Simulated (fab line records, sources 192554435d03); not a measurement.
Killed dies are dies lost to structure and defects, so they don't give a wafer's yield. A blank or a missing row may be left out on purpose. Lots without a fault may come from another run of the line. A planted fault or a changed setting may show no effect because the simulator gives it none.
Which tool did it? | flow n5_finfet | 10 lots, 29 wafers sampled, at 4 steps of a route of 1938

WHAT THE GAUGES READ, wafer by wafer
N5_BEOL_M15_CD_MEAS_17: target cd 360 nm. Usual: cd_nm 361.7 nm, standard deviation 2.3.
lot  | measured     | on        | cd_nm (nm)        | flag
L892 | day 12 13:59 | cd_sem-01 | 362.1 361.2 363.9 |
L893 | day 12 14:59 | cd_sem-01 | 362.5 362.1 360.4 |
L895 | day 13 02:22 | cd_sem-03 | 366.5 363.5 364.0 |
L897 | day 13 18:02 | cd_sem-03 | 357.1 358.8 359.5 |
L899 | day 14 00:46 | cd_sem-03 | 359.7 359.3 358.5 |
L900 | day 15 01:28 | cd_sem-02 | 360.1 359.7       |
L903 | day 15 03:56 | cd_sem-03 | 360.6 360.8 361.2 |
L905 | day 15 12:19 | cd_sem-01 | 363.0 361.8 364.1 |
L909 | day 16 10:15 | cd_sem-01 | 363.4 364.1 364.7 |
L912 | day 17 06:26 | cd_sem-01 | 361.2 362.4 362.3 |

WHICH TOOL RAN EACH LOT (tool, then ch and the chambers of the sampled wafers, then the start)
lot  | N5_BEOL_M14_ETCH_38                           | N5_BEOL_M15_ILD_DEP_00          | N5_BEOL_M15_ETCH_59
L892 | rie_diel-02 ch 0,2,3, day 12 12:49 or earlier | pecvd-03 ch 0,1,2, day 12 12:49 | rie_diel-04 ch 0,1,2, day 12 13:31
L893 | rie_diel-02 ch 0,1,2, day 12 13:07 or earlier | pecvd-01 ch 0,2, day 12 13:07   | rie_diel-04 ch 0,1,3, day 12 14:31
L895 | rie_diel-03 ch 1,3, day 13 01:12 or earlier   | pecvd-03 ch 1,2, day 13 01:12   | rie_diel-05 ch 1,2, day 13 01:52
L897 | rie_diel-03 ch 0,1,2, day 13 16:44 or earlier | pecvd-03 ch 0,1,2, day 13 16:44 | rie_diel-04 ch 0,1,2, day 13 17:34
L899 | rie_diel-06 ch 0,2,3, day 13 23:37 or earlier | pecvd-02 ch 0,1,2, day 13 23:37 | rie_diel-04 ch 1,2, day 14 00:18
L900 | rie_diel-06 ch 1,3, day 15 00:20 or earlier   | pecvd-02 ch 0,2, day 15 00:20   | rie_diel-04 ch 2,3, day 15 01:01
L903 | rie_diel-06 ch 1,2, day 15 02:48 or earlier   | pecvd-01 ch 0,2, day 15 02:48   | rie_diel-04 ch 1,2, day 15 03:29
L905 | rie_diel-02 ch 0,1, day 15 11:11 or earlier   | pecvd-02 ch 0,2, day 15 11:11   | rie_diel-05 ch 0,1,2, day 15 11:51
L909 | rie_diel-06 ch 0,1,3, day 16 08:59 or earlier | pecvd-01 ch 0,2, day 16 08:59   | rie_diel-05 ch 1,2,3, day 16 09:47
L912 | rie_diel-02 ch 0,1,2, day 17 05:09 or earlier | pecvd-03 ch 0,1, day 17 05:09   | rie_diel-05 ch 1,2,3, day 17 05:59
- N5_BEOL_M14_ETCH_38: etches SiCN in CF4/N2, target depth 106.5 nm, time 120.6 s.
- N5_BEOL_M15_ILD_DEP_00: deposits SiO2 from TEOS/O2, target thk 1629.3 nm, time 346.1 s.
- N5_BEOL_M15_ETCH_59: etches BARC in N2/H2, target depth 89 nm, overetch 26.7 nm, time 67.9 s.

WHAT THE TOOLS THEMSELVES READ (means of the sampled wafers that have a number; where no wafer has one, the mark that the record gives instead)
N5_BEOL_M14_ETCH_38. Usual: chamber_pressure_mTorr 40.00 mTorr, standard deviation 0.038; drypump_motor_current_A 5.7 A, standard deviation 0.33; oes_product_au 0.80 a.u., standard deviation 0.11; rf_vpp_V 382.4 V, standard deviation 2.2; showerhead_plenum_p_Torr 2.21 Torr, standard deviation 0.083; throttle_valve_pct 15.43 %, standard deviation 0.24.
lot  | tool        | chamber_pressure_mTorr (mTorr) | drypump_motor_current_A (A) | oes_product_au (a.u.) | rf_vpp_V (V) | showerhead_plenum_p_Torr (Torr) | throttle_valve_pct (%) | flag
L892 | rie_diel-02 | 39.99                          | 5.5                         | 0.79                  | 380.6        | 2.17                            | 15.52                  |
L893 | rie_diel-02 | 40.00                          | 5.6                         | 0.79                  | 382.2        | 2.20                            | 15.45                  |
L895 | rie_diel-03 | 39.97                          | 5.5                         | 0.72                  | 383.8        | 2.28                            | 15.50                  |
L897 | rie_diel-03 | 40.01                          | 5.7                         | 0.78                  | 381.2        | 2.18                            | 15.38                  |
L899 | rie_diel-06 | 39.99                          | 5.8                         | 0.76                  | 382.4        | 2.24                            | 15.44                  |
L900 | rie_diel-06 | 40.00                          | 5.3                         | 0.83                  | 379.4        | 2.13                            | 15.34                  |
L903 | rie_diel-06 | 40.04                          | 5.7                         | 0.92                  | 382.7        | 2.23                            | 15.34                  |
L905 | rie_diel-02 | 39.98                          | 5.8                         | 0.95                  | 382.2        | 2.22                            | 15.22                  |
L909 | rie_diel-06 | 40.05                          | 5.5                         | 0.77                  | 382.0        | 2.17                            | 15.48                  |
L912 | rie_diel-02 | 40.01                          | 5.6                         | 0.90                  | 381.2        | 2.19                            | 15.19                  |

N5_BEOL_M15_ILD_DEP_00. Usual: heater_power_outer_w 273 W, standard deviation 72; heater_power_w 511 W, standard deviation 110; showerhead_plenum_p_Torr 8.35 Torr, standard deviation 0.03; throttle_valve_pct 18.8 %, standard deviation 0.96.
lot  | tool     | heater_power_outer_w (W) | heater_power_w (W) | showerhead_plenum_p_Torr (Torr) | throttle_valve_pct (%) | flag
L892 | pecvd-03 | 212                      | 412                | 8.36                            | 19.1                   |
L893 | pecvd-01 | 258                      | 520                | 8.33                            | 19.0                   |
L895 | pecvd-03 | 251                      | 456                | 8.34                            | 18.3                   |
L897 | pecvd-03 | 231                      | 430                | 8.35                            | 19.1                   |
L899 | pecvd-02 | 325                      | 585                | 8.37                            | 18.3                   |
L900 | pecvd-02 | 396                      | 669                | 8.40                            | 17.7                   |
L903 | pecvd-01 | 275                      | 537                | 8.35                            | 19.2                   |
L905 | pecvd-02 | 348                      | 629                | 8.41                            | 17.8                   |
L909 | pecvd-01 | 272                      | 542                | 8.34                            | 19.2                   |
L912 | pecvd-03 | 180                      | 351                | 8.36                            | 19.9                   |

N5_BEOL_M15_ETCH_59. Usual: chamber_pressure_mTorr 29.998 mTorr, standard deviation 0.028; drypump_motor_current_A 5.8 A, standard deviation 0.38; oes_product_au 0.67 a.u., standard deviation 0.051; rf_vpp_V 524.6 V, standard deviation 2.7; run_length_s 91.0 s, standard deviation 0.36; showerhead_plenum_p_Torr 2.57 Torr, standard deviation 0.091; throttle_valve_pct 17.84 %, standard deviation 0.21.
lot  | tool        | chamber_pressure_mTorr (mTorr) | drypump_motor_current_A (A) | oes_product_au (a.u.) | rf_vpp_V (V) | run_length_s (s) | showerhead_plenum_p_Torr (Torr) | throttle_valve_pct (%) | flag
L892 | rie_diel-04 | 30.010                         | 5.5                         | 0.68                  | 526.6        | 91.3             | 2.63                            | 17.68                  |
L893 | rie_diel-04 | 29.991                         | 5.6                         | 0.68                  | 526.1        | 91.0             | 2.62                            | 17.74                  |
L895 | rie_diel-05 | 29.997                         | 5.6                         | 0.65                  | 523.4        | 91.1             | 2.53                            | 18.10                  |
L897 | rie_diel-04 | 30.019                         | 5.5                         | 0.68                  | 526.3        | 91.2             | 2.62                            | 17.70                  |
L899 | rie_diel-04 | 29.991                         | 5.7                         | 0.76                  | 527.3        | 86.9             | 2.69                            | 17.61                  | OFF
L900 | rie_diel-04 | 29.992                         | 5.7                         | 0.78                  | 527.2        | 84.8             | 2.68                            | 17.55                  | OFF
L903 | rie_diel-04 | 29.999                         | 5.7                         | 0.75                  | 528.4        | 86.9             | 2.68                            | 17.64                  | OFF
L905 | rie_diel-05 | 30.022                         | 5.8                         | 0.67                  | 523.5        | 90.8             | 2.52                            | 18.04                  |
L909 | rie_diel-05 | 30.001                         | 5.9                         | 0.68                  | 522.6        | 91.1             | 2.53                            | 17.93                  |
L912 | rie_diel-05 | 29.990                         | 5.9                         | 0.67                  | 523.7        | 90.8             | 2.52                            | 17.94                  |

THE ANSWER, worked out from the rows above alone
Rule: a lot is off if the mean of its wafers that have a number lies more than 3 standard deviations from the usual mean. A lot without any number at a reading at which 4 lots or more have one is off too. The other lots that the step has rows for count as sound. The gauges are gone through in route order, then the tools' own readings, and for those a lot's mean is taken as printed above. The first step at which some lot is off is used, and at that step the reading that is off furthest; a lot without a number counts as furthest.
Off: L899, L900, L903, at N5_BEOL_M15_ETCH_59 (run_length_s).
A tool fits if, at that step or a process step before it, it ran every lot that is off, and no sound lot after the first of them. N5_BEOL_M14_ETCH_38 gives no start for some lots, so the hours and the order of its lots are those of N5_BEOL_M15_ILD_DEP_00. One fits: rie_diel-04 at N5_BEOL_M15_ETCH_59. Its last sound lot is L897 (day 13 17:34), its first lot that is off L899 (day 14 00:18): a fault that began between those two fits.
The tool's own readings at N5_BEOL_M15_ETCH_59 bear it out: on the lots that are off they differ by more than 5 times the standard deviation of the sound lots' means. oes_product_au reads 0.76 a.u. there against 0.67 a.u. on the sound lots; run_length_s reads 86.2 s there against 91.0 s on the sound lots.

WHAT THE SIMULATOR HAD PUT IN
Process parameter drift: rie_diel-04, from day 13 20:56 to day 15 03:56, at N5_BEOL_M15_ETCH_59. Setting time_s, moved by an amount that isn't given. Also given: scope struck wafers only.
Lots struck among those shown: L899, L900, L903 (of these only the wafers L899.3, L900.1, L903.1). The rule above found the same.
